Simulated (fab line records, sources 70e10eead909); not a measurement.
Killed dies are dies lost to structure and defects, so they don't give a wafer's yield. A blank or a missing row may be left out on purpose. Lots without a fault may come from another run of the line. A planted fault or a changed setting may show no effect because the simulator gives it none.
Which tool did it? | flow nand_harc | 12 lots, 36 wafers sampled, at 5 steps of a route of 1302

WHAT THE GAUGES READ, wafer by wafer
NHARC_A_SGD_CUT_THK_MEAS_22: measures by ellipsometry.
lot  | measured     | on            | thk_nm (nm)
L076 | day 20 02:14 | film_metro-01 | 150.1 150.5 147.8
L078 | day 21 03:30 | film_metro-02 | 147.4 148.2 145.5
L080 | day 21 10:32 | film_metro-01 | 150.7 150.9 148.3
L082 | day 22 11:13 | film_metro-02 | 150.2 148.1 152.5
L083 | day 23 04:13 | film_metro-01 | 148.0 148.2 148.8
L085 | day 23 16:23 | film_metro-01 | 148.7 148.4 148.0
L087 | day 24 22:07 | film_metro-02 | 147.4 148.9 148.2
L089 | day 25 09:40 | film_metro-02 | 149.3 148.8 146.2
L092 | day 26 22:38 | film_metro-01 | 149.7 147.0 147.9
L093 | day 26 22:38 | film_metro-02 | 148.8 148.1 148.5
L095 | day 28 09:25 | film_metro-02 | 149.1 147.2 148.2
L096 | day 29 21:21 | film_metro-01 | 150.4 147.9 149.3

WHICH TOOL RAN EACH LOT (tool, then ch and the chambers of the sampled wafers, then the start)
lot  | NHARC_A_STAIRCASE_DEP_259       | NHARC_A_STAIRCASE_ETCH_451                    | NHARC_A_STAIRCASE_HM_OPEN_463                 | NHARC_A_STAIRCASE_DEP_322
L076 | pecvd-02 ch 0,1,2, day 16 22:16 | rie_diel-06 ch 0,1, day 18 14:58 or earlier   | rie_diel-09 ch 0,1,3, day 18 14:58 or earlier | pecvd-02 ch 0,1,2, day 18 14:58
L078 | pecvd-02 ch 0,2, day 17 22:30   | rie_diel-06 ch 0,2,3, day 19 15:02 or earlier | rie_diel-01 ch 1,2,3, day 19 15:02 or earlier | pecvd-02 ch 0,2, day 19 15:02
L080 | pecvd-03 ch 1,2, day 18 07:23   | rie_diel-09 ch 0,3, day 19 18:46 or earlier   | rie_diel-09 ch 0,1, day 19 18:46 or earlier   | pecvd-03 ch 0,1,2, day 19 18:46
L082 | pecvd-02 ch 1,2, day 19 09:04   | rie_diel-09 ch 0,2,3, day 21 00:10 or earlier | rie_diel-09 ch 0,1, day 21 00:10 or earlier   | pecvd-03 ch 0,1,2, day 21 00:10
L083 | pecvd-02 ch 0,1,2, day 19 19:23 | rie_diel-01 ch 1,3, day 21 17:23 or earlier   | rie_diel-06 ch 1,3, day 21 17:23 or earlier   | pecvd-04 ch 0,1,2, day 21 17:23
L085 | pecvd-04 ch 0,1,2, day 20 15:52 | rie_diel-01 ch 0,1,2, day 22 04:44 or earlier | rie_diel-09 ch 0,2,3, day 22 04:44 or earlier | pecvd-04 ch 0,1,2, day 22 04:44
L087 | pecvd-02 ch 0,2, day 21 23:05   | rie_diel-06 ch 0,1, day 23 11:24 or earlier   | rie_diel-09 ch 1,2,3, day 23 11:24 or earlier | pecvd-03 ch 1,2, day 23 11:24
L089 | pecvd-03 ch 0,1,2, day 22 11:14 | rie_diel-09 ch 0,2,3, day 24 00:00 or earlier | rie_diel-06 ch 1,2, day 24 00:00 or earlier   | pecvd-04 ch 0,2, day 24 00:00
L092 | pecvd-03 ch 0,1,2, day 23 17:12 | rie_diel-09 ch 0,1,3, day 24 09:21 or earlier | rie_diel-06 ch 0,2,3, day 24 09:21            | pecvd-03 ch 0,1,2, day 25 13:30
L093 | pecvd-02 ch 0,2, day 23 21:25   | rie_diel-09 ch 0,2,3, day 25 18:21 or earlier | rie_diel-09 ch 1,2, day 25 18:21 or earlier   | pecvd-04 ch 1,2, day 25 18:21
L095 | pecvd-03 ch 0,1, day 25 04:56   | rie_diel-06 ch 1,2,3, day 26 18:33 or earlier | rie_diel-06 ch 1,2,3, day 26 18:33 or earlier | pecvd-04 ch 0,1, day 26 18:33
L096 | pecvd-02 ch 0,1,2, day 26 09:50 | rie_diel-09 ch 0,1,3, day 28 10:18 or earlier | rie_diel-01 ch 0,2,3, day 28 10:18 or earlier | pecvd-03 ch 0,1,2, day 28 10:18
- NHARC_A_STAIRCASE_DEP_259: deposits SiON, target thk 30 nm.
- NHARC_A_STAIRCASE_ETCH_451: etches the open film in CF4/O2, target depth 30 nm, overetch 3 nm, time 16.5 s.
- NHARC_A_STAIRCASE_HM_OPEN_463: chemistry O2/COS.
- NHARC_A_STAIRCASE_DEP_322: deposits SiO2, target thk 7200 nm.

THE ANSWER, worked out from the rows above alone
Rule: what is usual is taken from the lots themselves. Put in order of their means at a reading, lots are off if they are a third of the lots or fewer, leave a main group of 4 or more, and stand apart from it by a gap of 3 or more times the standard deviation of the main group's means; of several such gaps the widest counts. A main group whose means are all the same, to the digits that the tables above print for the reading, isn't used. A lot without any number at a reading at which 4 lots or more have one is off too. The other lots that the step has rows for count as sound.
No lot is off at any reading shown: from this, nothing can be told.

WHAT THE SIMULATOR HAD PUT IN
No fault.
